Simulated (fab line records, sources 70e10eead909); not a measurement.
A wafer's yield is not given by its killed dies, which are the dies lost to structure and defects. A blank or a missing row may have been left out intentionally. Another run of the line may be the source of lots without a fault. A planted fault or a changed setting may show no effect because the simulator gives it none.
Chamber matching + flow nand_harc + NHARC_A_CONTACT_ETCH_102 on rie_diel-03 has 4 sister chambers
The step etches the open film in CF4/O2, target depth 100 nm, overetch 10 nm, time 55 s. 27 wafers are shown with their chamber, then 12 later ones without.

## WAFERS, EACH WITH ITS CHAMBER
| wafer  | chamber | showerhead_plenum_p_Torr (Torr) | drypump_motor_current_A (A) | rf_vpp_V (V) |
|--------|---------|---------------------------------|-----------------------------|--------------|
| L074.1 | 0       | 1.25                            | 5.7                         | 195.9        |
| L074.2 | 1       | 1.41                            | 6.3                         | 199.0        |
| L074.6 | 3       | 1.40                            | 6.2                         | 199.8        |
| L077.1 | 1       | 1.41                            | 6.3                         | 199.0        |
| L077.5 | 1       | 1.41                            | 6.3                         | 199.3        |
| L077.6 | 2       | 1.25                            | 5.9                         | 196.8        |
| L076.2 | 3       | 1.40                            | 6.2                         | 199.3        |
| L076.3 | 2       | 1.25                            | 6.0                         | 196.7        |
| L076.4 | 0       | 1.25                            | 5.7                         | 194.8        |
| L078.4 | 1       | 1.41                            | 6.3                         | 199.3        |
| L078.5 | 2       | 1.25                            | 6.0                         | 194.7        |
| L078.6 | 3       | 1.40                            | 6.2                         | 199.7        |
| L079.2 | 2       | 1.24                            | 6.0                         | 196.6        |
| L079.5 | 2       | 1.25                            | 6.0                         | 195.0        |
| L079.6 | 1       | 1.41                            | 6.3                         | 199.3        |
| L080.1 | 1       | 1.41                            | 6.4                         | 198.4        |
| L080.4 | 2       | 1.24                            | 6.0                         | 195.1        |
| L080.6 | 0       | 1.25                            | 5.8                         | 196.3        |
| L084.2 | 0       | 1.25                            | 5.7                         | 196.1        |
| L084.3 | 3       | 1.40                            | 6.1                         | 200.2        |
| L084.5 | 1       | 1.41                            | 6.3                         | 198.9        |
| L085.2 | 2       | 1.24                            | 6.0                         | 195.2        |
| L085.4 | 0       | 1.25                            | 5.7                         | 196.8        |
| L085.5 | 3       | 1.40                            | 6.2                         | 199.4        |
| L088.1 | 2       | 1.24                            | 6.0                         | 197.2        |
| L088.3 | 0       | 1.25                            | 5.7                         | 195.6        |
| L088.4 | 3       | 1.40                            | 6.2                         | 198.9        |

SIGNATURES, as means of the wafers listed above
| reading                  | chamber 0 | chamber 1 | chamber 2 | chamber 3 | scatter within a chamber |
|--------------------------|-----------|-----------|-----------|-----------|--------------------------|
| showerhead_plenum_p_Torr | 1.2500    | 1.4100    | 1.2450    | 1.4000    | 0.00295                  |
| drypump_motor_current_A  | 5.717     | 6.314     | 5.987     | 6.183     | 0.0384                   |
| rf_vpp_V                 | 195.917   | 199.029   | 195.912   | 199.550   | 0.691                    |
Rule: for a wafer and a chamber, the distance is found by dividing, reading by reading, the gap between the wafer's reading and the chamber's mean by the reading's scatter, squaring, summing and taking the root. The wafer belongs to the nearest chamber; if the next one is less than 2 further off, it can't be placed. The scatter is the square root of a quotient: the sum, over the shown wafers, of each reading's squared deviation from its chamber's mean, divided by wafers minus chambers.

## WAFERS WITH NO CHAMBER GIVEN
| wafer  | showerhead_plenum_p_Torr (Torr) | drypump_motor_current_A (A) | rf_vpp_V (V) |
|--------|---------------------------------|-----------------------------|--------------|
| L091.1 | 1.25                            | 5.7                         | 196.1        |
| L091.2 | 1.40                            | 6.3                         | 199.9        |
| L091.5 | 1.40                            | 6.2                         | 199.2        |
| L090.1 | 1.24                            | 5.9                         | 195.8        |
| L090.3 | 1.25                            | 5.7                         | 196.0        |
| L090.5 | 1.25                            | 5.7                         | 196.5        |
| L095.1 | 1.24                            | 6.0                         | 195.2        |
| L095.2 | 1.40                            | 6.3                         | 200.0        |
| L095.5 | 1.40                            | 6.3                         | 199.2        |
| L096.1 | 1.24                            | 5.9                         | 195.9        |
| L096.3 | 1.40                            | 6.2                         | 199.0        |
| L096.6 | 1.24                            | 6.0                         | 194.0        |

## WHICH CHAMBER EACH ONE RAN IN
| wafer  | from the rows above     | in truth |
|--------|-------------------------|----------|
| L091.1 | 0                       | 0        |
| L091.2 | can't be placed: 3 or 1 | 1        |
| L091.5 | 3                       | 3        |
| L090.1 | 2                       | 2        |
| L090.3 | 0                       | 0        |
| L090.5 | 0                       | 0        |
| L095.1 | 2                       | 2        |
| L095.2 | can't be placed: 3 or 1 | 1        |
| L095.5 | can't be placed: 3 or 1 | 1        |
| L096.1 | 2                       | 2        |
| L096.3 | 3                       | 3        |
| L096.6 | 2                       | 2        |
Placed correctly: 9 of 12. Can't be placed from these rows: 3 (the true chamber is among the candidates in 3). 0 placed wrongly.
